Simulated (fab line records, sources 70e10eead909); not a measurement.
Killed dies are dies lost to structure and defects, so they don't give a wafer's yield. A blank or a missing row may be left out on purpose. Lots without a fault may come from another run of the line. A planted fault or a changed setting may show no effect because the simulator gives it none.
A struck lot beside a sound one | flow nand_harc | 13 steps out of a route of 1302
Sound: wafers L471.3, L471.5, L471.6. Struck: wafers L481.4, L481.5, L481.6. The cause comes at the end.
At each step with rows: each side's tool, then ch and its chambers, then its first start. Under that, the readings that differ: sound wafers | struck wafers | difference of the means | sigmas: that difference in standard deviations of wafers without a fault.
alike: readings whose means differ by less than 2 such deviations, and words and numbers that are the same on both sides. not compared: withheld readings, readings that some wafer has no value for, bounds like >300 that may hide the same value, and numbers for which the record gives no deviation and whose values overlap.
The two part at a step that has a row with sigmas, a row that says differs or no value, or rows on one side only. Numbers that don't overlap but have no deviation are shown without sigmas and don't part them. A reading that every wafer of one side lacks parts them only if that side has two wafers or more.

first, 1 step without rows for these wafers: NHARC_THIN_TSV_SRD_23.
NHARC_THIN_TSV_DEGAS_53: time 60 s.
  sound on pvd_sputter-03, day 28 05:52; struck on pvd_sputter-01, day 31 23:14
  alike: heater_power_w
NHARC_THIN_TSV_PRE_CLEAN_54: time 30 s.
  sound on pvd_sputter-03, day 28 05:56; struck on pvd_sputter-01, day 31 23:19
  alike: heater_power_w
then, 8 steps without rows for these wafers: NHARC_THIN_TSV_PVD_55 (deposits TiN, target thk 50 nm); NHARC_THIN_TSV_PVD_24 (deposits Al, target thk 800 nm); NHARC_THIN_TSV_DEHYDRATE_25 (time 120 s); NHARC_THIN_TSV_HMDS_26 (time 30 s); NHARC_THIN_TSV_COAT_27; NHARC_THIN_TSV_SOFTBAKE_28 (time 95 s); NHARC_THIN_TSV_EBR_29; NHARC_THIN_TSV_EXPOSE_30 (exposes mask PAD).
NHARC_THIN_TSV_PEB_31: peb time 85 s.
  sound on litho_track-03 ch 0, day 28 06:54; struck on litho_track-03, day 32 00:16
  no value came back on the struck wafers for chill_plate_temp_C (C), exhaust_pa (Pa); on the sound wafers chill_plate_temp_C (C) reads 23.19 23.03 23.03
then, 1 step without rows for these wafers: NHARC_THIN_TSV_DEVELOP_32 (time 70 s).

WHERE THEY PART
Only at NHARC_THIN_TSV_PEB_31, within this record.

WHY: what the simulator had put in
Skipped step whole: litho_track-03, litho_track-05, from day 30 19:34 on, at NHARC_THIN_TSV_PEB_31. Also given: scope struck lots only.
